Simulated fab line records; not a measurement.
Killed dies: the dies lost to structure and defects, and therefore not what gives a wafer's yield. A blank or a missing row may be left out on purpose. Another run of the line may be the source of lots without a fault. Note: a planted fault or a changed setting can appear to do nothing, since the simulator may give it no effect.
fab line records || flow n5-finfet || part 2 of 2: steps 23 to 27 of 27
record: {"lots": 5, "wafers": 15, "last-day": 16}
route steps=1938 shown BEOL_M3@948
lots untouched by any fault: they come from a run of this same line in which no faults occurred
start-h: hours from the record's first day to the start of the lot's first wafer shown || wait-h: hours since the lot's step before || " the same as in the row above || L1.1+2: one row covering several wafers at once || - no value, or no start given || * or withheld: withheld || < > ~ a bound
route shown NAME@n: a module of which the file shows steps, and the number in the route of the first || usual: average and standard deviation across the fault-free wafers || same: alike in all rows || chamber/n: place in a boat || sites: each site's reading || _std_site: their standard deviation || _edge_site: the outer-site mean with the inner-site mean subtracted || radius-mm: how far each site lies from the wafer's centre || mask NAME#n: copy n || behind: the tool/chamber that last shaped the wafer || hold: the reason the lot was held/the length of the hold in hours/how it ended || device: transistor that didn't switch, given as n, p or np || end of line: tests run on the same wafers once the route is complete || a step with no rows: only its recipe || killed: at the first sort, the dies lost to defects and structure; wafer yield is something else || map: a wafer's dies, marking killed ones x, the rest . and places with no die _
set.NAME: setting as actually run; set.NAME@STEP: the setting as run at that earlier step || model.NAME: the simulator's own value behind a step, which no gauge read
certain route steps with their lots: each step a table, each wafer a row
services: when a tool's chamber went out of use (start-h, in hours from the record's first day, below 0 if earlier), for how many hours, and the reason
== steps ==
step: N5_BEOL_M3_ETCH_77
recipe: {"chemistry": "N2/H2", "target": "underlayer", "target-depth-a": 65, "mask-material": "CAR-EUV", "time-s": 5.2, "ion-energy-ev": 200, "pressure-mtorr": 30, "source-w": 840, "bias-w": 150, "n2-flow-sccm": 200, "h2-flow-sccm": 200, "ends": "cleared"}
usual: {"drypump-motor-current-A": "5.6/0.44", "etch-rf-on-time-s": "5.20/0.1", "oes-product-au": "0.67/0.076", "rf-vpp-V": "522.9/2.7", "showerhead-plenum-p-Torr": "2.51/0.091", "throttle-valve-pct": "17.73/0.25"}
{"lot.wafer": "L075.1", "tool": "rie-diel-03", "chamber": 3, "start-h": 145.02, "wait-h": 0.0, "drypump-motor-current-A": 5.7, "etch-rf-on-time-s": 5.25, "oes-product-au": 0.58, "rf-hours-counter-h": 225, "rf-vpp-V": 521.8, "showerhead-plenum-p-Torr": 2.53, "throttle-valve-pct": 18.10}
{"lot.wafer": "L075.2", "tool": "rie-diel-03", "chamber": 1, "start-h": 145.02, "wait-h": 0.0, "drypump-motor-current-A": 6.3, "etch-rf-on-time-s": 5.20, "oes-product-au": 0.61, "rf-hours-counter-h": 229, "rf-vpp-V": 528.9, "showerhead-plenum-p-Torr": 2.61, "throttle-valve-pct": 18.24}
{"lot.wafer": "L075.5", "tool": "rie-diel-03", "chamber": 1, "start-h": 145.02, "wait-h": 0.0, "drypump-motor-current-A": 6.3, "etch-rf-on-time-s": 5.25, "oes-product-au": 0.60, "rf-hours-counter-h": "-", "rf-vpp-V": 526.6, "showerhead-plenum-p-Torr": 2.61, "throttle-valve-pct": 18.29}
{"lot.wafer": "L085.2", "tool": "rie-diel-01", "chamber": 0, "start-h": 222.01, "wait-h": 0.0, "drypump-motor-current-A": 5.0, "etch-rf-on-time-s": 5.39, "oes-product-au": 0.77, "rf-hours-counter-h": 19, "rf-vpp-V": 523.7, "showerhead-plenum-p-Torr": 2.51, "throttle-valve-pct": 17.55}
{"lot.wafer": "L085.5", "tool": "rie-diel-01", "chamber": 3, "start-h": 222.01, "wait-h": 0.0, "drypump-motor-current-A": 5.6, "etch-rf-on-time-s": 5.27, "oes-product-au": 0.64, "rf-hours-counter-h": "-", "rf-vpp-V": 525.5, "showerhead-plenum-p-Torr": 2.65, "throttle-valve-pct": 17.78}
{"lot.wafer": "L085.6", "tool": "rie-diel-01", "chamber": 2, "start-h": 222.01, "wait-h": 0.0, "drypump-motor-current-A": 5.2, "etch-rf-on-time-s": 5.33, "oes-product-au": 0.66, "rf-hours-counter-h": "-", "rf-vpp-V": 518.9, "showerhead-plenum-p-Torr": 2.44, "throttle-valve-pct": 17.74}
{"lot.wafer": "L086.1", "tool": "rie-diel-01", "chamber": 2, "start-h": 222.63, "wait-h": 0.0, "drypump-motor-current-A": 5.2, "etch-rf-on-time-s": 5.29, "oes-product-au": 0.65, "rf-hours-counter-h": 145, "rf-vpp-V": 521.5, "showerhead-plenum-p-Torr": 2.44, "throttle-valve-pct": 17.75}
{"lot.wafer": "L086.3", "tool": "rie-diel-01", "chamber": 3, "start-h": 222.63, "wait-h": 0.0, "drypump-motor-current-A": 5.6, "etch-rf-on-time-s": 5.29, "oes-product-au": 0.64, "rf-hours-counter-h": 164, "rf-vpp-V": 527.9, "showerhead-plenum-p-Torr": 2.65, "throttle-valve-pct": 17.80}
{"lot.wafer": "L086.6", "tool": "rie-diel-01", "chamber": 0, "start-h": 222.63, "wait-h": 0.0, "drypump-motor-current-A": 4.9, "etch-rf-on-time-s": 5.40, "oes-product-au": 0.77, "rf-hours-counter-h": "-", "rf-vpp-V": 523.3, "showerhead-plenum-p-Torr": 2.51, "throttle-valve-pct": 17.58}
{"lot.wafer": "L094.2", "tool": "rie-diel-03", "chamber": 1, "start-h": 266.76, "wait-h": 0.0, "drypump-motor-current-A": 6.3, "etch-rf-on-time-s": 5.04, "oes-product-au": 0.80, "rf-hours-counter-h": 15, "rf-vpp-V": 526.1, "showerhead-plenum-p-Torr": 2.60, "throttle-valve-pct": 17.95}
{"lot.wafer": "L094.3", "tool": "rie-diel-03", "chamber": 2, "start-h": 266.76, "wait-h": 0.0, "drypump-motor-current-A": 5.0, "etch-rf-on-time-s": 5.14, "oes-product-au": 0.76, "rf-hours-counter-h": 37, "rf-vpp-V": 523.7, "showerhead-plenum-p-Torr": 2.60, "throttle-valve-pct": 17.54}
{"lot.wafer": "L094.6", "tool": "rie-diel-03", "chamber": 0, "start-h": 266.76, "wait-h": 0.0, "drypump-motor-current-A": 6.0, "etch-rf-on-time-s": 5.08, "oes-product-au": 0.85, "rf-hours-counter-h": "-", "rf-vpp-V": 523.9, "showerhead-plenum-p-Torr": 2.49, "throttle-valve-pct": 17.26}
{"lot.wafer": "L095.2", "tool": "rie-diel-03", "chamber": 2, "start-h": 272.20, "wait-h": 0.0, "drypump-motor-current-A": 5.0, "etch-rf-on-time-s": 5.11, "oes-product-au": 0.75, "rf-hours-counter-h": 40, "rf-vpp-V": 523.5, "showerhead-plenum-p-Torr": 2.60, "throttle-valve-pct": 17.58}
{"lot.wafer": "L095.5", "tool": "rie-diel-03", "chamber": 2, "start-h": 272.20, "wait-h": 0.0, "drypump-motor-current-A": 5.1, "etch-rf-on-time-s": 5.05, "oes-product-au": 0.76, "rf-hours-counter-h": "-", "rf-vpp-V": 526.8, "showerhead-plenum-p-Torr": 2.60, "throttle-valve-pct": 17.53}
{"lot.wafer": "L095.6", "tool": "rie-diel-03", "chamber": 1, "start-h": 272.20, "wait-h": 0.0, "drypump-motor-current-A": 6.3, "etch-rf-on-time-s": 4.96, "oes-product-au": 0.77, "rf-hours-counter-h": "-", "rf-vpp-V": 524.5, "showerhead-plenum-p-Torr": 2.59, "throttle-valve-pct": 17.96}
step: N5_BEOL_M3_ETCH_69
recipe: {"chemistry": "CF4", "target": "SiARC", "target-depth-a": 156, "mask-material": "CAR-EUV", "time-s": 26, "ion-energy-ev": 80, "pressure-mtorr": 40, "source-w": 545, "bias-w": 36, "Ar_flow_sccm": 100, "cf4-flow-sccm": 100, "ends": "cleared"}
usual: {"drypump-motor-current-A": "5.6/0.44", "etch-rf-on-time-s": "25.9/0.44", "oes-product-au": "0.67/0.076", "rf-vpp-V": "183.7/1.1", "showerhead-plenum-p-Torr": "2.12/0.073", "throttle-valve-pct": "15.49/0.24"}
{"lot.wafer": "L075.1", "tool": "rie-diel-03", "chamber": 3, "start-h": 145.03, "wait-h": 0.0, "drypump-motor-current-A": 5.7, "etch-rf-on-time-s": 26.2, "oes-product-au": 0.59, "rf-hours-counter-h": 225, "rf-vpp-V": 182.6, "showerhead-plenum-p-Torr": 2.13, "throttle-valve-pct": 15.82}
{"lot.wafer": "L075.2", "tool": "rie-diel-03", "chamber": 1, "start-h": 145.03, "wait-h": 0.0, "drypump-motor-current-A": 6.3, "etch-rf-on-time-s": 26.1, "oes-product-au": 0.59, "rf-hours-counter-h": 229, "rf-vpp-V": 184.0, "showerhead-plenum-p-Torr": 2.20, "throttle-valve-pct": 16.00}
{"lot.wafer": "L075.5", "tool": "rie-diel-03", "chamber": 1, "start-h": 145.03, "wait-h": 0.0, "drypump-motor-current-A": 6.3, "etch-rf-on-time-s": 25.9, "oes-product-au": 0.60, "rf-hours-counter-h": "-", "rf-vpp-V": 185.6, "showerhead-plenum-p-Torr": 2.20, "throttle-valve-pct": 15.97}
{"lot.wafer": "L085.2", "tool": "rie-diel-01", "chamber": 0, "start-h": 222.03, "wait-h": 0.0, "drypump-motor-current-A": 5.0, "etch-rf-on-time-s": 26.0, "oes-product-au": 0.79, "rf-hours-counter-h": 19, "rf-vpp-V": 183.2, "showerhead-plenum-p-Torr": 2.11, "throttle-valve-pct": 15.20}
{"lot.wafer": "L085.5", "tool": "rie-diel-01", "chamber": 3, "start-h": 222.03, "wait-h": 0.0, "drypump-motor-current-A": 5.6, "etch-rf-on-time-s": 26.4, "oes-product-au": 0.64, "rf-hours-counter-h": "-", "rf-vpp-V": 183.3, "showerhead-plenum-p-Torr": 2.23, "throttle-valve-pct": 15.53}
{"lot.wafer": "L085.6", "tool": "rie-diel-01", "chamber": 2, "start-h": 222.03, "wait-h": 0.0, "drypump-motor-current-A": 5.2, "etch-rf-on-time-s": 25.6, "oes-product-au": 0.67, "rf-hours-counter-h": "-", "rf-vpp-V": 184.2, "showerhead-plenum-p-Torr": 2.07, "throttle-valve-pct": 15.58}
{"lot.wafer": "L086.1", "tool": "rie-diel-01", "chamber": 2, "start-h": 222.65, "wait-h": 0.0, "drypump-motor-current-A": 5.2, "etch-rf-on-time-s": 26.2, "oes-product-au": 0.66, "rf-hours-counter-h": 145, "rf-vpp-V": 185.0, "showerhead-plenum-p-Torr": 2.07, "throttle-valve-pct": 15.56}
{"lot.wafer": "L086.3", "tool": "rie-diel-01", "chamber": 3, "start-h": 222.65, "wait-h": 0.0, "drypump-motor-current-A": 5.6, "etch-rf-on-time-s": 26.3, "oes-product-au": 0.64, "rf-hours-counter-h": 164, "rf-vpp-V": 185.2, "showerhead-plenum-p-Torr": 2.23, "throttle-valve-pct": 15.55}
{"lot.wafer": "L086.6", "tool": "rie-diel-01", "chamber": 0, "start-h": 222.65, "wait-h": 0.0, "drypump-motor-current-A": 4.9, "etch-rf-on-time-s": 26.3, "oes-product-au": 0.78, "rf-hours-counter-h": "-", "rf-vpp-V": 182.1, "showerhead-plenum-p-Torr": 2.11, "throttle-valve-pct": 15.22}
{"lot.wafer": "L094.2", "tool": "rie-diel-03", "chamber": 1, "start-h": 266.77, "wait-h": 0.0, "drypump-motor-current-A": 6.3, "etch-rf-on-time-s": 25.4, "oes-product-au": 0.77, "rf-hours-counter-h": 15, "rf-vpp-V": 183.8, "showerhead-plenum-p-Torr": 2.19, "throttle-valve-pct": 15.60}
{"lot.wafer": "L094.3", "tool": "rie-diel-03", "chamber": 2, "start-h": 266.77, "wait-h": 0.0, "drypump-motor-current-A": 5.0, "etch-rf-on-time-s": 25.8, "oes-product-au": 0.75, "rf-hours-counter-h": 37, "rf-vpp-V": 183.2, "showerhead-plenum-p-Torr": 2.18, "throttle-valve-pct": 15.28}
{"lot.wafer": "L094.6", "tool": "rie-diel-03", "chamber": 0, "start-h": 266.77, "wait-h": 0.0, "drypump-motor-current-A": 6.0, "etch-rf-on-time-s": 24.9, "oes-product-au": 0.86, "rf-hours-counter-h": "-", "rf-vpp-V": 183.9, "showerhead-plenum-p-Torr": 2.09, "throttle-valve-pct": 15.03}
{"lot.wafer": "L095.2", "tool": "rie-diel-03", "chamber": 2, "start-h": 272.22, "wait-h": 0.0, "drypump-motor-current-A": 5.0, "etch-rf-on-time-s": 25.7, "oes-product-au": 0.75, "rf-hours-counter-h": 40, "rf-vpp-V": 185.5, "showerhead-plenum-p-Torr": 2.18, "throttle-valve-pct": 15.29}
{"lot.wafer": "L095.5", "tool": "rie-diel-03", "chamber": 2, "start-h": 272.22, "wait-h": 0.0, "drypump-motor-current-A": 5.0, "etch-rf-on-time-s": 25.5, "oes-product-au": 0.75, "rf-hours-counter-h": "-", "rf-vpp-V": 185.1, "showerhead-plenum-p-Torr": 2.18, "throttle-valve-pct": 15.31}
{"lot.wafer": "L095.6", "tool": "rie-diel-03", "chamber": 1, "start-h": 272.22, "wait-h": 0.0, "drypump-motor-current-A": 6.3, "etch-rf-on-time-s": 25.2, "oes-product-au": 0.77, "rf-hours-counter-h": "-", "rf-vpp-V": 182.5, "showerhead-plenum-p-Torr": 2.19, "throttle-valve-pct": 15.61}
step: N5_BEOL_M3_ALD_98
recipe: {"material": "SiO2", "target-thk-a": 25, "temp-c": 100, "ald-precursor-family": "BDEAS", "ald-co-reactant": "O2-plasma", "pulse-time-s": 1, "co-reactant-pulse-time-s": 1, "purge-time-s": 2, "co-reactant-purge-time-s": 2, "ald-cycles": 17, "pressure-torr": 2}
usual: {"heater-power-w": "76/11", "precursor-pulse-height-rel": "0.998/0.021", "susceptor-temp-C": "100.00/0.14"}
{"lot.wafer": "L075.1", "tool": "ald-sin-04", "chamber": 2, "start-h": 145.12, "wait-h": 0.1, "heater-power-w": 83, "precursor-pulse-height-rel": 0.993, "susceptor-temp-C": 99.92}
{"lot.wafer": "L075.2", "tool": "ald-sin-04", "chamber": 1, "start-h": 145.12, "wait-h": 0.1, "heater-power-w": 70, "precursor-pulse-height-rel": 1.014, "susceptor-temp-C": 99.85}
{"lot.wafer": "L075.5", "tool": "ald-sin-04", "chamber": 1, "start-h": 145.12, "wait-h": 0.1, "heater-power-w": 71, "precursor-pulse-height-rel": 1.002, "susceptor-temp-C": 99.64}
{"lot.wafer": "L085.2", "tool": "ald-sin-03", "chamber": 1, "start-h": 222.11, "wait-h": 0.1, "heater-power-w": 71, "precursor-pulse-height-rel": 0.962, "susceptor-temp-C": 99.98}
{"lot.wafer": "L085.5", "tool": "ald-sin-03", "chamber": 2, "start-h": 222.11, "wait-h": 0.1, "heater-power-w": 51, "precursor-pulse-height-rel": 1.041, "susceptor-temp-C": 100.14}
{"lot.wafer": "L085.6", "tool": "ald-sin-03", "chamber": 3, "start-h": 222.11, "wait-h": 0.1, "heater-power-w": 66, "precursor-pulse-height-rel": 0.979, "susceptor-temp-C": 100.14}
{"lot.wafer": "L086.1", "tool": "ald-sin-03", "chamber": 3, "start-h": 222.73, "wait-h": 0.1, "heater-power-w": 67, "precursor-pulse-height-rel": 1.017, "susceptor-temp-C": 99.90}
{"lot.wafer": "L086.3", "tool": "ald-sin-03", "chamber": 2, "start-h": 222.73, "wait-h": 0.1, "heater-power-w": 52, "precursor-pulse-height-rel": 0.993, "susceptor-temp-C": 99.90}
{"lot.wafer": "L086.6", "tool": "ald-sin-03", "chamber": 0, "start-h": 222.73, "wait-h": 0.1, "heater-power-w": 76, "precursor-pulse-height-rel": 1.009, "susceptor-temp-C": 99.99}
{"lot.wafer": "L094.2", "tool": "ald-sin-04", "chamber": 3, "start-h": 266.86, "wait-h": 0.1, "heater-power-w": 63, "precursor-pulse-height-rel": 0.997, "susceptor-temp-C": 100.26}
{"lot.wafer": "L094.3", "tool": "ald-sin-04", "chamber": 1, "start-h": 266.86, "wait-h": 0.1, "heater-power-w": 72, "precursor-pulse-height-rel": 1.008, "susceptor-temp-C": 100.14}
{"lot.wafer": "L094.6", "tool": "ald-sin-04", "chamber": 2, "start-h": 266.86, "wait-h": 0.1, "heater-power-w": 81, "precursor-pulse-height-rel": 1.019, "susceptor-temp-C": 99.89}
{"lot.wafer": "L095.2", "tool": "ald-sin-01", "chamber": 1, "start-h": 272.31, "wait-h": 0.1, "heater-power-w": 67, "precursor-pulse-height-rel": 0.974, "susceptor-temp-C": 100.05}
{"lot.wafer": "L095.5", "tool": "ald-sin-01", "chamber": 2, "start-h": 272.31, "wait-h": 0.1, "heater-power-w": 91, "precursor-pulse-height-rel": 0.972, "susceptor-temp-C": 99.85}
{"lot.wafer": "L095.6", "tool": "ald-sin-01", "chamber": 1, "start-h": 272.31, "wait-h": 0.1, "heater-power-w": 66, "precursor-pulse-height-rel": 1.026, "susceptor-temp-C": 100.05}
step: N5_BEOL_M3_ETCHBACK_99
recipe: {"chemistry": "CHF3", "target": "SiO2", "target-depth-a": 50, "time-s": 10.4, "source-w": 215, "bias-w": 47, "Ar_flow_sccm": 200, "CHF3_flow_sccm": 12, "ion-energy-ev": 100, "pressure-mtorr": 30}
usual: {"drypump-motor-current-A": "5.6/0.43", "oes-product-au": "0.81/0.095", "rf-vpp-V": "240/5", "showerhead-plenum-p-Torr": "2.12/0.076", "throttle-valve-pct": "16.91/0.2"}
{"lot.wafer": "L075.1", "tool": "rie-diel-01", "chamber": 1, "start-h": 145.82, "wait-h": 0.7, "drypump-motor-current-A": 5.7, "oes-product-au": 0.86, "rf-hours-counter-h": 64, "rf-vpp-V": 235, "showerhead-plenum-p-Torr": 2.11, "throttle-valve-pct": 16.80}
{"lot.wafer": "L075.2", "tool": "rie-diel-01", "chamber": 3, "start-h": 145.82, "wait-h": 0.7, "drypump-motor-current-A": 5.6, "oes-product-au": 0.76, "rf-hours-counter-h": 139, "rf-vpp-V": 246, "showerhead-plenum-p-Torr": 2.26, "throttle-valve-pct": 16.91}
{"lot.wafer": "L075.5", "tool": "rie-diel-01", "chamber": 2, "start-h": 145.82, "wait-h": 0.7, "drypump-motor-current-A": 5.2, "oes-product-au": 0.79, "rf-hours-counter-h": "-", "rf-vpp-V": 242, "showerhead-plenum-p-Torr": 2.08, "throttle-valve-pct": 16.95}
{"lot.wafer": "L085.2", "tool": "rie-diel-04", "chamber": 3, "start-h": 222.27, "wait-h": 0.1, "drypump-motor-current-A": 5.1, "oes-product-au": 0.69, "rf-hours-counter-h": 215, "rf-vpp-V": 235, "showerhead-plenum-p-Torr": 2.05, "throttle-valve-pct": 17.04}
{"lot.wafer": "L085.5", "tool": "rie-diel-04", "chamber": 3, "start-h": 222.27, "wait-h": 0.1, "drypump-motor-current-A": 5.2, "oes-product-au": 0.69, "rf-hours-counter-h": "-", "rf-vpp-V": 235, "showerhead-plenum-p-Torr": 2.05, "throttle-valve-pct": 17.03}
{"lot.wafer": "L085.6", "tool": "rie-diel-04", "chamber": 2, "start-h": 222.27, "wait-h": 0.1, "drypump-motor-current-A": 6.2, "oes-product-au": 0.86, "rf-hours-counter-h": "-", "rf-vpp-V": 244, "showerhead-plenum-p-Torr": 2.20, "throttle-valve-pct": 16.69}
{"lot.wafer": "L086.1", "tool": "rie-diel-01", "chamber": 2, "start-h": 225.88, "wait-h": 3.1, "drypump-motor-current-A": 5.2, "oes-product-au": 0.77, "rf-hours-counter-h": 146, "rf-vpp-V": 242, "showerhead-plenum-p-Torr": 2.07, "throttle-valve-pct": 17.00}
{"lot.wafer": "L086.3", "tool": "rie-diel-01", "chamber": 0, "start-h": 225.88, "wait-h": 3.1, "drypump-motor-current-A": 5.0, "oes-product-au": 0.89, "rf-hours-counter-h": 20, "rf-vpp-V": 238, "showerhead-plenum-p-Torr": 2.13, "throttle-valve-pct": 16.77}
{"lot.wafer": "L086.6", "tool": "rie-diel-01", "chamber": 3, "start-h": 225.88, "wait-h": 3.1, "drypump-motor-current-A": 5.6, "oes-product-au": 0.75, "rf-hours-counter-h": "-", "rf-vpp-V": 246, "showerhead-plenum-p-Torr": 2.25, "throttle-valve-pct": 16.97}
{"lot.wafer": "L094.2", "tool": "rie-diel-04", "chamber": 2, "start-h": 269.35, "wait-h": 2.5, "drypump-motor-current-A": 6.2, "oes-product-au": 0.82, "rf-hours-counter-h": 76, "rf-vpp-V": 243, "showerhead-plenum-p-Torr": 2.20, "throttle-valve-pct": 16.72}
{"lot.wafer": "L094.3", "tool": "rie-diel-04", "chamber": 3, "start-h": 269.35, "wait-h": 2.5, "drypump-motor-current-A": 5.2, "oes-product-au": 0.67, "rf-hours-counter-h": 233, "rf-vpp-V": 236, "showerhead-plenum-p-Torr": 2.04, "throttle-valve-pct": 17.08}
{"lot.wafer": "L094.6", "tool": "rie-diel-04", "chamber": 3, "start-h": 269.35, "wait-h": 2.5, "drypump-motor-current-A": 5.1, "oes-product-au": 0.67, "rf-hours-counter-h": "-", "rf-vpp-V": 235, "showerhead-plenum-p-Torr": 2.04, "throttle-valve-pct": 17.08}
{"lot.wafer": "L095.2", "tool": "rie-diel-01", "chamber": 2, "start-h": 277.29, "wait-h": 4.9, "drypump-motor-current-A": 5.2, "oes-product-au": 0.75, "rf-hours-counter-h": 166, "rf-vpp-V": 241, "showerhead-plenum-p-Torr": 2.06, "throttle-valve-pct": 17.03}
{"lot.wafer": "L095.5", "tool": "rie-diel-01", "chamber": 1, "start-h": 277.29, "wait-h": 4.9, "drypump-motor-current-A": 5.8, "oes-product-au": 0.82, "rf-hours-counter-h": "-", "rf-vpp-V": 233, "showerhead-plenum-p-Torr": 2.09, "throttle-valve-pct": 16.86}
{"lot.wafer": "L095.6", "tool": "rie-diel-01", "chamber": 2, "start-h": 277.29, "wait-h": 4.9, "drypump-motor-current-A": 5.2, "oes-product-au": 0.75, "rf-hours-counter-h": "-", "rf-vpp-V": 243, "showerhead-plenum-p-Torr": 2.06, "throttle-valve-pct": 17.04}
step: N5_BEOL_M3_ETCH_70
recipe: {"chemistry": "N2/H2", "target": "SOC", "target-depth-a": 800, "overetch-a": 160, "mask-material": "SiARC", "temp-c": 40, "time-s": 120, "ion-energy-ev": 200, "pressure-mtorr": 30, "source-w": 840, "bias-w": 150, "n2-flow-sccm": 200, "h2-flow-sccm": 200}
usual: {"drypump-motor-current-A": "5.6/0.43", "oes-product-au": "0.62/0.069", "rf-vpp-V": "522.8/2.7", "showerhead-plenum-p-Torr": "2.51/0.091", "throttle-valve-pct": "17.66/0.23"}
{"lot.wafer": "L075.1", "tool": "rie-diel-01", "chamber": 1, "start-h": 145.86, "wait-h": 0.0, "drypump-motor-current-A": 5.8, "oes-product-au": 0.66, "rf-hours-counter-h": 64, "rf-vpp-V": 522.0, "showerhead-plenum-p-Torr": 2.49, "throttle-valve-pct": 17.58}
{"lot.wafer": "L075.2", "tool": "rie-diel-01", "chamber": 3, "start-h": 145.86, "wait-h": 0.0, "drypump-motor-current-A": 5.6, "oes-product-au": 0.59, "rf-hours-counter-h": 139, "rf-vpp-V": 527.2, "showerhead-plenum-p-Torr": 2.66, "throttle-valve-pct": 17.71}
{"lot.wafer": "L075.5", "tool": "rie-diel-01", "chamber": 2, "start-h": 145.86, "wait-h": 0.0, "drypump-motor-current-A": 5.2, "oes-product-au": 0.61, "rf-hours-counter-h": "-", "rf-vpp-V": 522.4, "showerhead-plenum-p-Torr": 2.45, "throttle-valve-pct": 17.65}
{"lot.wafer": "L085.2", "tool": "rie-diel-04", "chamber": 3, "start-h": 222.30, "wait-h": 0.0, "drypump-motor-current-A": 5.2, "oes-product-au": 0.53, "rf-hours-counter-h": 215, "rf-vpp-V": 520.0, "showerhead-plenum-p-Torr": 2.41, "throttle-valve-pct": 17.68}
{"lot.wafer": "L085.5", "tool": "rie-diel-04", "chamber": 3, "start-h": 222.30, "wait-h": 0.0, "drypump-motor-current-A": 5.2, "oes-product-au": 0.53, "rf-hours-counter-h": "-", "rf-vpp-V": 520.5, "showerhead-plenum-p-Torr": 2.41, "throttle-valve-pct": 17.68}
{"lot.wafer": "L085.6", "tool": "rie-diel-04", "chamber": 2, "start-h": 222.30, "wait-h": 0.0, "drypump-motor-current-A": 6.2, "oes-product-au": 0.66, "rf-hours-counter-h": "-", "rf-vpp-V": 524.9, "showerhead-plenum-p-Torr": 2.58, "throttle-valve-pct": 17.36}
{"lot.wafer": "L086.1", "tool": "rie-diel-01", "chamber": 2, "start-h": 225.92, "wait-h": 0.0, "drypump-motor-current-A": 5.2, "oes-product-au": 0.60, "rf-hours-counter-h": 146, "rf-vpp-V": 520.0, "showerhead-plenum-p-Torr": 2.44, "throttle-valve-pct": 17.71}
{"lot.wafer": "L086.3", "tool": "rie-diel-01", "chamber": 0, "start-h": 225.92, "wait-h": 0.0, "drypump-motor-current-A": 5.0, "oes-product-au": 0.69, "rf-hours-counter-h": 20, "rf-vpp-V": 521.5, "showerhead-plenum-p-Torr": 2.51, "throttle-valve-pct": 17.52}
{"lot.wafer": "L086.6", "tool": "rie-diel-01", "chamber": 3, "start-h": 225.92, "wait-h": 0.0, "drypump-motor-current-A": 5.6, "oes-product-au": 0.57, "rf-hours-counter-h": "-", "rf-vpp-V": 528.1, "showerhead-plenum-p-Torr": 2.65, "throttle-valve-pct": 17.76}
{"lot.wafer": "L094.2", "tool": "rie-diel-04", "chamber": 2, "start-h": 269.39, "wait-h": 0.0, "drypump-motor-current-A": 6.2, "oes-product-au": 0.65, "rf-hours-counter-h": 76, "rf-vpp-V": 526.1, "showerhead-plenum-p-Torr": 2.57, "throttle-valve-pct": 17.36}
{"lot.wafer": "L094.3", "tool": "rie-diel-04", "chamber": 3, "start-h": 269.39, "wait-h": 0.0, "drypump-motor-current-A": 5.2, "oes-product-au": 0.53, "rf-hours-counter-h": 233, "rf-vpp-V": 517.7, "showerhead-plenum-p-Torr": 2.41, "throttle-valve-pct": 17.68}
{"lot.wafer": "L094.6", "tool": "rie-diel-04", "chamber": 3, "start-h": 269.39, "wait-h": 0.0, "drypump-motor-current-A": 5.2, "oes-product-au": 0.52, "rf-hours-counter-h": "-", "rf-vpp-V": 519.2, "showerhead-plenum-p-Torr": 2.41, "throttle-valve-pct": 17.70}
{"lot.wafer": "L095.2", "tool": "rie-diel-01", "chamber": 2, "start-h": 277.33, "wait-h": 0.0, "drypump-motor-current-A": 5.2, "oes-product-au": 0.58, "rf-hours-counter-h": 166, "rf-vpp-V": 520.0, "showerhead-plenum-p-Torr": 2.43, "throttle-valve-pct": 17.73}
{"lot.wafer": "L095.5", "tool": "rie-diel-01", "chamber": 1, "start-h": 277.33, "wait-h": 0.0, "drypump-motor-current-A": 5.8, "oes-product-au": 0.62, "rf-hours-counter-h": "-", "rf-vpp-V": 523.3, "showerhead-plenum-p-Torr": 2.47, "throttle-valve-pct": 17.65}
{"lot.wafer": "L095.6", "tool": "rie-diel-01", "chamber": 2, "start-h": 277.33, "wait-h": 0.0, "drypump-motor-current-A": 5.2, "oes-product-au": 0.58, "rf-hours-counter-h": "-", "rf-vpp-V": 521.2, "showerhead-plenum-p-Torr": 2.43, "throttle-valve-pct": 17.73}
== services ==
{"tool": "ald-sin-04", "chamber": 1, "start-h": 126.36, "hours": 4.3, "kind": "repair"}
{"tool": "euv-scanner-02", "chamber": "-", "start-h": 127.40, "hours": 1.0, "kind": "pm"}
{"tool": "rie-diel-04", "chamber": 1, "start-h": 136.39, "hours": 8.7, "kind": "repair"}
{"tool": "rie-metal-03", "chamber": "-", "start-h": 150.55, "hours": 2.5, "kind": "repair"}
{"tool": "ald-sin-01", "chamber": 0, "start-h": 155.73, "hours": 9.2, "kind": "repair"}
{"tool": "ald-sin-01", "chamber": 1, "start-h": 159.89, "hours": 16.0, "kind": "repair"}
{"tool": "euv-scanner-01", "chamber": "-", "start-h": 161.08, "hours": 1.0, "kind": "pm"}
{"tool": "rie-metal-03", "chamber": 1, "start-h": 166.83, "hours": 4.3, "kind": "repair"}
{"tool": "euv-scanner-01", "chamber": "-", "start-h": 169.90, "hours": 0.5, "kind": "repair"}
{"tool": "euv-scanner-01", "chamber": "-", "start-h": 176.57, "hours": 0.7, "kind": "repair"}
{"tool": "rie-diel-01", "chamber": 1, "start-h": 186.61, "hours": 6.5, "kind": "repair"}
{"tool": "ald-sin-03", "chamber": 3, "start-h": 187.19, "hours": 13.1, "kind": "repair"}
{"tool": "rie-diel-04", "chamber": 3, "start-h": 198.65, "hours": 1.7, "kind": "repair"}
{"tool": "ald-sin-04", "chamber": "-", "start-h": 206.12, "hours": 6.1, "kind": "pm"}
{"tool": "euv-scanner-01", "chamber": "-", "start-h": 206.15, "hours": 12.0, "kind": "pm"}
{"tool": "rie-diel-01", "chamber": 1, "start-h": 218.33, "hours": 2.2, "kind": "repair"}
{"tool": "euv-scanner-01", "chamber": "-", "start-h": 231.27, "hours": 1.0, "kind": "pm"}
{"tool": "rie-diel-04", "chamber": "-", "start-h": 237.68, "hours": 2.8, "kind": "pm"}
{"tool": "euv-scanner-01", "chamber": "-", "start-h": 247.54, "hours": 4.7, "kind": "repair"}
{"tool": "rie-diel-01", "chamber": 0, "start-h": 254.85, "hours": 1.3, "kind": "repair"}
{"tool": "euv-scanner-01", "chamber": "-", "start-h": 255.63, "hours": 8.0, "kind": "pm"}
{"tool": "ald-sin-04", "chamber": "-", "start-h": 268.25, "hours": 14.0, "kind": "pm"}
{"tool": "rie-diel-01", "chamber": 0, "start-h": 269.55, "hours": 3.6, "kind": "repair"}
{"tool": "euv-scanner-01", "chamber": "-", "start-h": 273.38, "hours": 1.0, "kind": "pm"}
